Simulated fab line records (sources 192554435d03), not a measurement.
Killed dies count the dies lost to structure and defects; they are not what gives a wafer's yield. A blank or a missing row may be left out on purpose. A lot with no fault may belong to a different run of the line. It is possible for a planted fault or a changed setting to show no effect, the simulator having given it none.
Matching of chambers | flow n5Finfet | N5_BEOL_M5_DESCUM_16 on rieDiel-02 has 4 sister chambers
The step chemistry O2, time 7 s. 4 wafers are shown with their chamber, then 8 later ones without.

== EACH WAFER AND ITS CHAMBER ==
wafer  | chamber | showerheadPlenumPTorr (Torr)
L085.2 | 1       | 2.17
L087.2 | 3       | 2.01
L087.4 | 0       | 2.08
L091.2 | 2       | 2.05

== WAFERS WITHOUT THEIR CHAMBER ==
wafer  | showerheadPlenumPTorr (Torr)
L091.4 | 2.01
L091.5 | 2.16
L094.2 | 2.08
L094.3 | 2.00
L094.4 | 2.16
L095.3 | 2.00
L095.4 | 2.08
L095.5 | 2.00

== WHICH CHAMBER EACH WENT THROUGH ==
wafer  | from the rows above | in truth
L091.4 | 3                   | 3
L091.5 | 1                   | 1
L094.2 | 0                   | 0
L094.3 | 3                   | 3
L094.4 | 1                   | 1
L095.3 | 3                   | 3
L095.4 | 0                   | 0
L095.5 | 3                   | 3
Correct placement for 8 of the 8. Can't be placed from these rows: 0. Placed wrongly: 0.
How it was worked out, from the rows above alone: a wafer's distance from a chamber is the root of the sum, over the readings, of the square of ((its reading less the chamber's mean) divided by the reading's scatter). If the next closest chamber is less than 2 further off than the closest, the wafer can't be placed; otherwise it belongs to the closest. Each chamber's mean is taken over the wafers shown for it. The scatter (one wafer shown for each chamber): square how far every hidden wafer sits from the nearest shown wafer, average those squares and take the square root.
